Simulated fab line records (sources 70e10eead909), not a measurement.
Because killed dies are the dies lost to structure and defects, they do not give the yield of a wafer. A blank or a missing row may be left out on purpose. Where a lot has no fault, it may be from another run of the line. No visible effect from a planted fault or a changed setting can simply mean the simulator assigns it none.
Which tool did it? | flow nand-harc | 14 lots, 42 wafers sampled, at 1 step of a route of 1302

## WHAT THE GAUGES READ, wafer by wafer
NHARC_A_CONTACT_INSPECT_44. Usual: raw-defect-count 72, standard deviation 37.
lot  | measured     | on                | raw-defect-count | flag
L490 | day 20 19:26 | defect-inspect-01 | 53 66 54         |
L491 | day 22 06:39 | defect-inspect-02 | 104 110 107      |
L493 | day 22 15:16 | defect-inspect-01 | 23 18 19         |
L495 | day 23 13:55 | defect-inspect-02 | 57 63 68         |
L496 | day 24 04:55 | defect-inspect-02 | 73 80 67         |
L498 | day 25 01:51 | defect-inspect-02 | 25 29 25         |
L503 | day 26 07:08 | defect-inspect-01 | 108 73 98        |
L506 | day 27 06:01 | defect-inspect-01 | 98 119 105       |
L504 | day 27 06:12 | defect-inspect-01 | 90 70 91         |
L509 | day 29 14:25 | defect-inspect-02 | 82 69 70         |
L510 | day 29 15:31 | defect-inspect-02 | 121 115 117      |
L512 | day 30 01:16 | defect-inspect-02 | 133 112 116      |
L511 | day 30 01:35 | defect-inspect-01 | 18 8 12          |
L513 | day 31 16:36 | defect-inspect-02 | 47 47 52         |

## WHAT TOOL EACH LOT RAN ON (gives the tool, then ch and the chambers of the sampled wafers, and finally the start)
The record shows no process step preceding these readings.

## WHAT THE TOOLS THEMSELVES READ (means of the sampled wafers that have a number; where no wafer has one, the mark that the record gives instead)
The record holds no such reading with a usual standard deviation.

## THE ANSWER, worked out from the rows above alone
Rule: a lot is off if the mean of its wafers that have a number lies more than 3 standard deviations from the usual mean. A lot without any number at a reading at which 4 lots or more have one is off too. The other lots that the step has rows for count as sound. After the gauges, taken in route order, come the tools' own readings; for these a lot's mean is taken, as printed above. At the first step where some lot is off, the reading lying furthest off is the one used; lots without a number count as furthest.
None of the lots is off at any reading shown; this tells nothing.

## WHAT WAS PUT IN BY THE SIMULATOR
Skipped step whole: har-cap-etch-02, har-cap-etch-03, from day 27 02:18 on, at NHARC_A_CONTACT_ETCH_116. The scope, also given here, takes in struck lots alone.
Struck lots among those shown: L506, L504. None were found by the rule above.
